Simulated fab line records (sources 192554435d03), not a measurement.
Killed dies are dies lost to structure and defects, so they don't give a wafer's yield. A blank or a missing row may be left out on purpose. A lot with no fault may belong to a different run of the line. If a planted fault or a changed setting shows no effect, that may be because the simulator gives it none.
Chamber matching + flow n5-finfet + N5_BEOL_M4_ETCH_77 on rie-diel-06 has 4 sister chambers
The step etches underlayer in N2/H2, target depth 6.5 nm, time 5.2 s. 8 wafers are shown with their chamber, then 10 later ones without.

EACH WAFER AND ITS CHAMBER
| wafer  | chamber | drypump-motor-current-A (A) | showerhead-plenum-p-Torr (Torr) |
|--------|---------|-----------------------------|---------------------------------|
| L079.2 | 1       | 5.5                         | 2.50                            |
| L079.4 | 2       | 5.4                         | 2.60                            |
| L080.2 | 2       | 5.4                         | 2.60                            |
| L080.5 | 1       | 5.5                         | 2.50                            |
| L083.5 | 3       | 5.5                         | 2.48                            |
| L083.6 | 0       | 6.5                         | 2.45                            |
| L086.1 | 0       | 6.5                         | 2.44                            |
| L086.5 | 3       | 5.6                         | 2.48                            |

WAFERS WITHOUT THEIR CHAMBER
| wafer  | drypump-motor-current-A (A) | showerhead-plenum-p-Torr (Torr) |
|--------|-----------------------------|---------------------------------|
| L086.6 | 5.3                         | 2.59                            |
| L087.1 | 5.5                         | 2.49                            |
| L087.3 | 5.5                         | 2.48                            |
| L087.6 | 5.5                         | 2.48                            |
| L092.1 | 5.3                         | 2.59                            |
| L092.4 | 5.5                         | 2.47                            |
| L092.6 | 5.5                         | 2.49                            |
| L095.3 | 6.5                         | 2.44                            |
| L095.5 | 5.4                         | 2.59                            |
| L095.6 | 5.6                         | 2.47                            |

WHICH CHAMBER EACH WENT THROUGH
| wafer  | from the rows above     | in truth |
|--------|-------------------------|----------|
| L086.6 | 2                       | 2        |
| L087.1 | can't be placed: 1 or 3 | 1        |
| L087.3 | 3                       | 3        |
| L087.6 | 3                       | 3        |
| L092.1 | 2                       | 2        |
| L092.4 | 3                       | 3        |
| L092.6 | can't be placed: 1 or 3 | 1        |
| L095.3 | 0                       | 0        |
| L095.5 | 2                       | 2        |
| L095.6 | 3                       | 3        |
Placed correctly: 8 of 10. From these rows, 2 cannot be placed; in 2 the true chamber is one of the candidates. Placed wrongly: 0.
How it was worked out, from the rows above alone: a wafer's distance from a chamber is the root of the sum, over the readings, of the square of ((its reading less the chamber's mean) divided by the reading's scatter). If the next closest chamber is less than 2 further off than the closest, the wafer can't be placed; otherwise it belongs to the closest. A chamber's mean is the mean of its shown wafers. The scatter: take each reading less its chamber's mean, square it, sum over the shown wafers, divide by the number of wafers less the number of chambers, and take the root.
